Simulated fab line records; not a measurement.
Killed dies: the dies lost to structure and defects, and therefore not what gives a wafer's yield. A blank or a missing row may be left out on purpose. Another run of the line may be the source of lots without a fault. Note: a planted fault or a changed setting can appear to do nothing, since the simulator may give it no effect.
What tool caused it? || flow n5-finfet || 33 wafers from 11 lots sampled at 6 of the route's 1938 steps

== WHAT EACH GAUGE READ, for each wafer ==
N5_BEOL_M9_INSPECT_58: inspects for defects (darkfield).
{"lot": "L075", "measured": "day 10 07:46", "on": "defect-inspect-02", "raw-defect-count": "78 86 47"}
{"lot": "L076", "measured": "day 11 00:42", "on": "defect-inspect-02", "raw-defect-count": "49 63 60"}
{"lot": "L079", "measured": "day 11 07:35", "on": "defect-inspect-01", "raw-defect-count": "119 62 78"}
{"lot": "L081", "measured": "day 11 19:17", "on": "defect-inspect-01", "raw-defect-count": "110 66 64"}
{"lot": "L083", "measured": "day 12 10:54", "on": "defect-inspect-02", "raw-defect-count": "70 36 59"}
{"lot": "L087", "measured": "day 13 06:31", "on": "defect-inspect-01", "raw-defect-count": "97 58 66"}
{"lot": "L088", "measured": "day 14 07:50", "on": "defect-inspect-02", "raw-defect-count": "97 80 125"}
{"lot": "L089", "measured": "day 14 07:18", "on": "defect-inspect-01", "raw-defect-count": "72 79 71"}
{"lot": "L093", "measured": "day 14 12:30", "on": "defect-inspect-02", "raw-defect-count": "60 70 45"}
{"lot": "L092", "measured": "day 14 17:53", "on": "defect-inspect-02", "raw-defect-count": "91 97 83"}
{"lot": "L096", "measured": "day 16 02:17", "on": "defect-inspect-01", "raw-defect-count": "129 146 92"}

== WHICH TOOL RAN EACH LOT (tool, then ch and the chambers of the sampled wafers, then the start) ==
{"lot": "L075", "N5_BEOL_M9_ETCH_62": "rie-diel-03 ch 0,3, day 10 03:23", "N5_BEOL_M9_ETCH_76": "rie-diel-04 ch 0,1,2, day 10 04:31", "N5_BEOL_M9_STRIP_80": "rie-diel-04 ch 0,1,2, day 10 06:30 or earlier", "N5_BEOL_M9_SPUTTER_48": "pvd-sputter-01, day 10 06:30", "N5_BEOL_M9_ANNEAL_51": "rtp-anneal-01 ch 0, day 10 07:01"}
{"lot": "L076", "N5_BEOL_M9_ETCH_62": "rie-diel-04 ch 2,3, day 10 19:10", "N5_BEOL_M9_ETCH_76": "rie-diel-03 ch 0,1,2, day 10 21:10", "N5_BEOL_M9_STRIP_80": "rie-diel-03 ch 1,3, day 10 23:10 or earlier", "N5_BEOL_M9_SPUTTER_48": "pvd-sputter-01, day 10 23:10", "N5_BEOL_M9_ANNEAL_51": "rtp-anneal-01 ch 0, day 10 23:57"}
{"lot": "L079", "N5_BEOL_M9_ETCH_62": "rie-diel-04 ch 1,2, day 11 02:08", "N5_BEOL_M9_ETCH_76": "rie-diel-03 ch 0,2,3, day 11 03:01", "N5_BEOL_M9_STRIP_80": "rie-diel-03 ch 0,2,3, day 11 06:35 or earlier", "N5_BEOL_M9_SPUTTER_48": "pvd-sputter-03, day 11 06:35", "N5_BEOL_M9_ANNEAL_51": "rtp-anneal-01 ch 0, day 11 06:58"}
{"lot": "L081", "N5_BEOL_M9_ETCH_62": "rie-diel-04 ch 0,1, day 11 14:40", "N5_BEOL_M9_ETCH_76": "rie-diel-03 ch 0,2,3, day 11 15:50", "N5_BEOL_M9_STRIP_80": "rie-diel-03 ch 0,2,3, day 11 18:07 or earlier", "N5_BEOL_M9_SPUTTER_48": "pvd-sputter-02, day 11 18:07", "N5_BEOL_M9_ANNEAL_51": "rtp-anneal-02 ch 0, day 11 18:37"}
{"lot": "L083", "N5_BEOL_M9_ETCH_62": "rie-diel-03 ch 0,1,3, day 12 00:40", "N5_BEOL_M9_ETCH_76": "rie-diel-06 ch 0,2, day 12 02:29", "N5_BEOL_M9_STRIP_80": "rie-diel-06 ch 0,2, day 12 06:23 or earlier", "N5_BEOL_M9_SPUTTER_48": "pvd-sputter-02, day 12 06:23", "N5_BEOL_M9_ANNEAL_51": "rtp-anneal-02 ch 0, day 12 10:03"}
{"lot": "L087", "N5_BEOL_M9_ETCH_62": "rie-diel-06 ch 0,2,3, day 13 02:50", "N5_BEOL_M9_ETCH_76": "rie-diel-03 ch 1,2,3, day 13 03:56", "N5_BEOL_M9_STRIP_80": "rie-diel-03 ch 1,2,3, day 13 05:32 or earlier", "N5_BEOL_M9_SPUTTER_48": "pvd-sputter-02, day 13 05:32", "N5_BEOL_M9_ANNEAL_51": "rtp-anneal-01 ch 0, day 13 05:48"}
{"lot": "L088", "N5_BEOL_M9_ETCH_62": "rie-diel-04 ch 0,1, day 14 02:08", "N5_BEOL_M9_ETCH_76": "rie-diel-04 ch 0,2,3, day 14 04:35", "N5_BEOL_M9_STRIP_80": "rie-diel-04 ch 0,2,3, day 14 06:47 or earlier", "N5_BEOL_M9_SPUTTER_48": "pvd-sputter-03, day 14 06:47", "N5_BEOL_M9_ANNEAL_51": "rtp-anneal-01 ch 0, day 14 07:08"}
{"lot": "L089", "N5_BEOL_M9_ETCH_62": "rie-diel-03 ch 0,2, day 14 02:29", "N5_BEOL_M9_ETCH_76": "rie-diel-03 ch 1,2, day 14 04:25", "N5_BEOL_M9_STRIP_80": "rie-diel-03 ch 1,2, day 14 06:19 or earlier", "N5_BEOL_M9_SPUTTER_48": "pvd-sputter-02, day 14 06:19", "N5_BEOL_M9_ANNEAL_51": "rtp-anneal-01 ch 0, day 14 06:33"}
{"lot": "L093", "N5_BEOL_M9_ETCH_62": "rie-diel-06 ch 0,2,3, day 14 05:47", "N5_BEOL_M9_ETCH_76": "rie-diel-03 ch 0,2,3, day 14 06:40", "N5_BEOL_M9_STRIP_80": "rie-diel-03 ch 0,2,3, day 14 11:29 or earlier", "N5_BEOL_M9_SPUTTER_48": "pvd-sputter-02, day 14 11:29", "N5_BEOL_M9_ANNEAL_51": "rtp-anneal-02 ch 0, day 14 11:43"}
{"lot": "L092", "N5_BEOL_M9_ETCH_62": "rie-diel-03 ch 0,1,3, day 14 12:35", "N5_BEOL_M9_ETCH_76": "rie-diel-03 ch 1,2,3, day 14 15:10", "N5_BEOL_M9_STRIP_80": "rie-diel-03 ch 1,2,3, day 14 16:49 or earlier", "N5_BEOL_M9_SPUTTER_48": "pvd-sputter-02, day 14 16:49", "N5_BEOL_M9_ANNEAL_51": "rtp-anneal-01 ch 0, day 14 17:13"}
{"lot": "L096", "N5_BEOL_M9_ETCH_62": "rie-diel-03 ch 0,2,3, day 15 20:24", "N5_BEOL_M9_ETCH_76": "rie-diel-04 ch 0,1,2, day 15 21:54", "N5_BEOL_M9_STRIP_80": "rie-diel-04 ch 0,1,2, day 15 23:38 or earlier", "N5_BEOL_M9_SPUTTER_48": "pvd-sputter-01, day 15 23:38", "N5_BEOL_M9_ANNEAL_51": "rtp-anneal-02 ch 0, day 16 01:32"}
- N5_BEOL_M9_ETCH_62: etches SOC in N2/H2, target depth 110 nm, overetch 22 nm, time 165 s.
- N5_BEOL_M9_ETCH_76: etches underlayer in N2/H2, target depth 6.5 nm, time 5.2 s.
- N5_BEOL_M9_STRIP_80: strips in N2/H2, time 10 s.
- N5_BEOL_M9_SPUTTER_48: material Cu, target thk 12 nm, time 2 s.
- N5_BEOL_M9_ANNEAL_51: time 90 s.

== THE ANSWER, worked out from the rows above alone ==
Rule: what is usual is taken from the lots themselves. The widest of any qualifying gaps counts: lots, ordered by their means at a reading, are off when they make up no more than a third of the lots, leave a main group of 4 or more, and stand apart from it by 3 or more times the standard deviation of that group's means. A main group is skipped when, at the precision printed for the reading in the tables above, its means are all equal. A lot without any number at a reading at which 4 lots or more have one is off too. The other lots that the step has rows for count as sound.
No lot is off at any reading shown: from this, nothing can be told.

== WHAT HAD BEEN PUT IN BY THE SIMULATOR ==
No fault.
